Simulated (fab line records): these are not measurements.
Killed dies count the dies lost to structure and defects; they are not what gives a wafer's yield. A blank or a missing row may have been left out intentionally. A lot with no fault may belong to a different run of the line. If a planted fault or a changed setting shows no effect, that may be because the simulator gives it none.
Matching of chambers / flow n5Finfet / N5_BEOL_M3_ALD_98 on aldSin-04 has 4 sister chambers
The step deposits SiO2, target thk 2.5 nm, pulse time 1 s, co reactant pulse time 1 s. 14 wafers are shown with their chamber, then 7 later ones without.

## WAFERS WITH THEIR CHAMBER
wafer=L076.2; chamber=0; heaterPowerW (W)=74; precursorPulseHeightRel=1.044
wafer=L076.3; chamber=1; heaterPowerW (W)=77; precursorPulseHeightRel=1.004
wafer=L076.6; chamber=1; heaterPowerW (W)=78; precursorPulseHeightRel=0.982
wafer=L078.1; chamber=1; heaterPowerW (W)=75; precursorPulseHeightRel=1.043
wafer=L078.5; chamber=3; heaterPowerW (W)=74; precursorPulseHeightRel=1.022
wafer=L078.6; chamber=2; heaterPowerW (W)=82; precursorPulseHeightRel=1.034
wafer=L079.1; chamber=2; heaterPowerW (W)=79; precursorPulseHeightRel=1.008
wafer=L079.2; chamber=0; heaterPowerW (W)=74; precursorPulseHeightRel=1.017
wafer=L079.3; chamber=3; heaterPowerW (W)=75; precursorPulseHeightRel=0.979
wafer=L079.4; chamber=1; heaterPowerW (W)=76; precursorPulseHeightRel=1.018
wafer=L079.5; chamber=1; heaterPowerW (W)=75; precursorPulseHeightRel=0.963
wafer=L079.6; chamber=2; heaterPowerW (W)=81; precursorPulseHeightRel=0.989
wafer=L081.2; chamber=3; heaterPowerW (W)=74; precursorPulseHeightRel=0.990
wafer=L081.3; chamber=2; heaterPowerW (W)=80; precursorPulseHeightRel=0.998

SIGNATURES, as means of the wafers listed above
reading=heaterPowerW; chamber 0=74.00; chamber 1=76.20; chamber 2=80.50; chamber 3=74.33; scatter within a chamber=1.12
reading=precursorPulseHeightRel; chamber 0=1.03050; chamber 1=1.00200; chamber 2=1.00725; chamber 3=0.99700; scatter within a chamber=0.0252
Rule: a wafer lies at a distance from a chamber equal to the root of the sum of squares, over the readings, of (its reading less the chamber's mean, divided by the reading's scatter). The wafer belongs to the nearest chamber; if the next one is less than 2 further off, it can't be placed. The scatter: the root of (the sum of the squares of (reading less its chamber's mean) over the shown wafers, divided by (wafers less chambers)).

## WAFERS MISSING THEIR CHAMBER
wafer=L081.4; heaterPowerW (W)=75; precursorPulseHeightRel=0.970
wafer=L084.1; heaterPowerW (W)=74; precursorPulseHeightRel=0.996
wafer=L084.3; heaterPowerW (W)=81; precursorPulseHeightRel=1.005
wafer=L084.6; heaterPowerW (W)=77; precursorPulseHeightRel=1.002
wafer=L093.3; heaterPowerW (W)=80; precursorPulseHeightRel=1.024
wafer=L093.5; heaterPowerW (W)=77; precursorPulseHeightRel=0.967
wafer=L093.6; heaterPowerW (W)=80; precursorPulseHeightRel=1.020

## CHAMBER TAKEN BY EACH
wafer=L081.4; from the rows above=can't be placed: 3 or 1 or 0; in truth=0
wafer=L084.1; from the rows above=can't be placed: 3 or 0 or 1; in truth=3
wafer=L084.3; from the rows above=2; in truth=2
wafer=L084.6; from the rows above=can't be placed: 1 or 3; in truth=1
wafer=L093.3; from the rows above=2; in truth=2
wafer=L093.5; from the rows above=can't be placed: 1 or 3 or 2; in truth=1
wafer=L093.6; from the rows above=2; in truth=2
3 of 7 placed correctly. These rows do not allow placing 4 (true chamber among the candidates in 4). Number placed wrongly: 0.
